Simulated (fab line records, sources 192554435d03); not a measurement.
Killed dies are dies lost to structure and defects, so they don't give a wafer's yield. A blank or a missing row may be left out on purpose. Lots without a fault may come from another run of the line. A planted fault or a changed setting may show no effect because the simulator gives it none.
Split-lot experiment | flow n5_finfet | 7 lots, 39 wafers read, on a route of 1938 steps

THE SPLIT
At N5_BEOL_M10_ILD_DEP_00 (deposits SiCOH lowk from DEMS/porogen, target thk 308.51 nm, time 58 s), the setting target_thk_a was moved away from the recipe's 3085.1 angstrom on 12 of the 39 wafers read, by -35.3% to +29.3%. The other wafers ran this setting at the recipe's value.

FROM THE SPLIT TO THE READING: what the file shows between them, 1 step
- N5_BEOL_M10_CURE_71: cures SiCOH lowk, time 240 s

THE READING
M10_ILD_THK, in nm, at N5_BEOL_M10_THK_MEAS_01. Fault-free wafers of this fab line usually give 268 nm, standard deviation 3.6 nm.

wafer  | tool, chamber at the split | target_thk_a as run, angstrom | against the recipe | M10_ILD_THK, nm | against lot-mates on the recipe
L078.1 | pecvd-02, 0                | 3085.1                        | recipe             | 258             | -
L078.2 | pecvd-02, 1                | 3085.1                        | recipe             | 268             | -
L078.3 | pecvd-02, 2                | 1996                          | -35.3%             | 170             | -94
L078.4 | pecvd-02, 1                | 1996                          | -35.3%             | 177             | -87
L078.5 | pecvd-02, 2                | 1996                          | -35.3%             | 174             | -90
L078.6 | pecvd-02, 0                | 3085.1                        | recipe             | 266             | -
L081.1 | pecvd-02, 0                | 3085.1                        | recipe             | 265             | -
L081.2 | pecvd-02, 2                | 3085.1                        | recipe             | 266             | -
L081.3 | pecvd-02, 1                | 3085.1                        | recipe             | 269             | -
L081.4 | pecvd-02, 2                | 3085.1                        | recipe             | 274             | -
L081.5 | pecvd-02, 1                | 3085.1                        | recipe             | 275             | -
L081.6 | pecvd-02, 0                | 3085.1                        | recipe             | 270             | -
L089.1 | pecvd-04, 0                | 3085.1                        | recipe             | 263             | -
L089.2 | pecvd-04, 1                | 3085.1                        | recipe             | 261             | -
L089.3 | pecvd-04, 2                | 3085.1                        | recipe             | 261             | -
L089.4 | pecvd-04, 1                | 3955                          | +28.2%             | 347             | +85
L089.5 | pecvd-04, 0                | 3955                          | +28.2%             | 343             | +81
L089.6 | pecvd-04, 2                | 3955                          | +28.2%             | 347             | +85
L090.3 | pecvd-01, 1                | 3085.1                        | recipe             | 264             | -
L090.5 | pecvd-01, 0                | 3085.1                        | recipe             | 273             | -
L090.6 | pecvd-01, 1                | 3085.1                        | recipe             | 272             | -
L091.1 | pecvd-01, 1                | 3819                          | +23.8%             | 331             | +59
L091.2 | pecvd-01, 2                | 3085.1                        | recipe             | 270             | -
L091.3 | pecvd-01, 0                | 3819                          | +23.8%             | 335             | +63
L091.4 | pecvd-01, 0                | 3819                          | +23.8%             | 343             | +71
L091.5 | pecvd-01, 1                | 3085.1                        | recipe             | 273             | -
L091.6 | pecvd-01, 2                | 3085.1                        | recipe             | 273             | -
L093.1 | pecvd-01, 2                | 3085.1                        | recipe             | 264             | -
L093.2 | pecvd-01, 0                | 3085.1                        | recipe             | 263             | -
L093.3 | pecvd-01, 2                | 3085.1                        | recipe             | 267             | -
L093.4 | pecvd-01, 0                | 3085.1                        | recipe             | 267             | -
L093.5 | pecvd-01, 2                | 3085.1                        | recipe             | 268             | -
L093.6 | pecvd-01, 0                | 3085.1                        | recipe             | 268             | -
L094.1 | pecvd-02, 2                | 3085.1                        | recipe             | 266             | -
L094.2 | pecvd-02, 0                | 3988                          | +29.3%             | 346             | +78
L094.3 | pecvd-02, 2                | 3988                          | +29.3%             | 349             | +81
L094.4 | pecvd-02, 0                | 3085.1                        | recipe             | 271             | -
L094.5 | pecvd-02, 2                | 3085.1                        | recipe             | 267             | -
L094.6 | pecvd-02, 0                | 3988                          | +29.3%             | 347             | +79

THE FIT
A straight line over all 39 wafers: M10_ILD_THK changes by +2.73 nm for each +1% of target_thk_a; r = +1.00; the points scatter about the line by 4.2 nm.
The same after taking each lot's own level away (the mean of its wafers on the recipe; 39 wafers): +2.7 nm for each +1%; r = +1.00; scatter 3.9 nm.
On that fit, the largest move of target_thk_a shifts the reading by 95 nm.
The lots' own levels span 261.7 to 272.0 nm, that is 2.9 times the standard deviation above.
So the lot-to-lot level changes the slope little: the two slopes agree.
Check: with one of the wafers moved furthest among these (-35.3%) left out of the fit, the line predicts -94.5 nm for it against its lot-mates. It came out at -94 nm against them.

THE WHOLE CHAIN: every reading that the file lists as answering this split, in the file's order
step                    | what it does                                                           | reading                                                                                   | change (the file's fit)              | r (the file's)
N5_BEOL_M10_ILD_DEP_00  | deposits SiCOH lowk from DEMS/porogen, target thk 308.51 nm, time 58 s | SiCOH_lowk_of_BEOL_M10_ILD_DEP_00.thk_nm (the simulator's own value, which no gauge read) | +3.07 nm for each +1% of the setting | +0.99
N5_BEOL_M10_CURE_71     | cures SiCOH lowk, time 240 s                                           | SiCOH_lowk_of_BEOL_M10_ILD_DEP_00.thk_nm (the simulator's own value, which no gauge read) | +2.72 nm for each +1% of the setting | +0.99
N5_BEOL_M10_THK_MEAS_01 |                                                                        | M10_ILD_THK                                                                               | +2.72 for each +1% of the setting    | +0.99

THE FILE'S OWN FIT
M10_ILD_THK changes by +2.72 nm for each +1% of target_thk_a, r = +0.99.
